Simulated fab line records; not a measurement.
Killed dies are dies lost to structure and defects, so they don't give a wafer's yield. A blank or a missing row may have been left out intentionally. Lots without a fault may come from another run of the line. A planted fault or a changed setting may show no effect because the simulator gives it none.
A lot that was struck, set against a sound lot	flow n5Finfet	19 steps out of a route of 1938
Sound: these wafers, L442.2, L442.3, L442.4. Wafers struck: L451.1, L451.3, L451.4. Last of all comes the cause.
Order at every step that has rows: each side's tool, ch and its chambers, its first start. Under that, the readings that differ: sound wafers	struck wafers	difference of the means	sigmas: that difference in standard deviations of wafers without a fault.
alike: words and numbers the same on both sides, and readings whose means are apart by under 2 such deviations; not compared: readings that were withheld, readings missing a value for some wafer, numbers with overlapping values and no deviation given by the record, and bounds like >300 which may hide the same value.
A row with sigmas, a row that says differs or no value, or rows on one side alone: a step with any of these is where the two part. Numbers that have no deviation but don't overlap get no sigmas and don't part them. A reading that every wafer of one side lacks parts them only if that side has two wafers or more.

first, 2 steps without rows for these wafers: N5_BEOL_M3_STRIP_65 (strips in N2/H2); N5_BEOL_M3_STRIP_75 (strips in N2/H2).
N5_BEOL_M3_STRIP_66: strips in CF4.
  sound on rieDiel-02 ch 0,2,3, day 7 21:27; struck on rieDiel-05 ch 0,2,3, day 10 03:16
reading	sound	struck	difference	sigmas
rfHoursCounterH (h)	158 25 169	176 228 243	+98	
showerheadPlenumPTorr (Torr)	1.79 1.90 1.86	1.71 1.71 1.77	-0.12	-2
  alike: drypumpMotorCurrentA, oesProductAu, rfFwdPowerW, rfVppV, throttleValvePct
N5_BEOL_M3_HM_OPEN_17: chemistry Cl2/BCl3, target TiN, target depth 20 nm, overetch 6 nm.
  sound on rieMetal-02 ch 0,1, day 7 21:29; struck on rieMetal-03 ch 0,1, day 10 03:19
  alike: drypumpMotorCurrentA, oesProductAu, rfFwdPowerW, throttleValvePct
  not compared: rfHoursCounterH
N5_BEOL_M3_STRIP_19: strips in O2.
  sound on rieDiel-03 ch 0,2,3, day 7 21:37; struck on rieDiel-03 ch 0,2,3, day 10 03:26
  alike: drypumpMotorCurrentA, oesProductAu, rfVppV, showerheadPlenumPTorr, throttleValvePct
  not compared: rfHoursCounterH
N5_BEOL_M3_CD_MEAS_18: pitch 36 nm, target cd 18 nm.
  sound on cdSem-02 at day 7 21:41; struck on cdSem-01 at day 10 03:30
  alike: cdNm
then, 6 steps without rows for these wafers: N5_BEOL_M3_COAT_67 (time 60 s, resist thk 60 nm); N5_BEOL_M3_COAT_68 (time 60 s, resist thk 12 nm); N5_BEOL_M3_COAT_76 (time 60 s, resist thk 5 nm); N5_BEOL_M3_COAT_22 (resist thk 30 nm); N5_BEOL_M3_EBR_24; N5_BEOL_M3_SOFTBAKE_23 (time 60 s).
N5_BEOL_M3_EXPOSE_25: exposes mask V2, defocus 5 nm.
  sound on euvScanner-01 ch 0, day 7 21:59; struck on euvScanner-01 ch 0, day 10 03:40
reading	sound	struck	difference	sigmas
exposureDoseMJCm2	63.07 63.06 62.99	65.81 65.74 65.77	+2.73	+47
  alike: mask
then, 2 steps without rows for these wafers: N5_BEOL_M3_PEB_26 (peb time 60 s); N5_BEOL_M3_DEVELOP_27 (develop time 30 s).
N5_BEOL_M3_CD_MEAS_28: target cd 25.7 nm, target cd y 23.3 nm.
  sound on cdSem-02 ch 0, day 7 22:07; struck on cdSem-01 ch 0, day 10 03:49
  alike: cdNm
N5_BEOL_M3_OVL_MEAS_29:
  sound on overlay-02 ch 0, day 7 22:10; struck on overlay-01 ch 0, day 10 03:52
  alike: V2_OVL
N5_BEOL_M4_RC_MEAS_101:
  sound on prober-01 ch 0, day 8 18:37; struck on prober-01 ch 0, day 10 20:40
reading	sound	struck	difference	sigmas
ION_P (uA/um)	455 460 456	470 467 476	+14	+2
  alike: DIBL_N, DIBL_P, IOFF_N, IOFF_P, ION_N, SS_N, SS_P, VT_N, VT_P
-- here the record skips 4 days between the struck wafers' starts before and after, leaving off in module BEOL_M4 and picking up in module PASSIVATION (first step shown: number 1936 of the route) --
N5_PASSIVATION_PROBE_49:
  the record has rows for the struck wafers here (prober-01, day 15 01:07) and none for the sound ones

## WHERE THEY PART
Last at N5_PASSIVATION_PROBE_49 as far as this record goes, first at N5_BEOL_M3_STRIP_66.

WHY: the cause the simulator had injected
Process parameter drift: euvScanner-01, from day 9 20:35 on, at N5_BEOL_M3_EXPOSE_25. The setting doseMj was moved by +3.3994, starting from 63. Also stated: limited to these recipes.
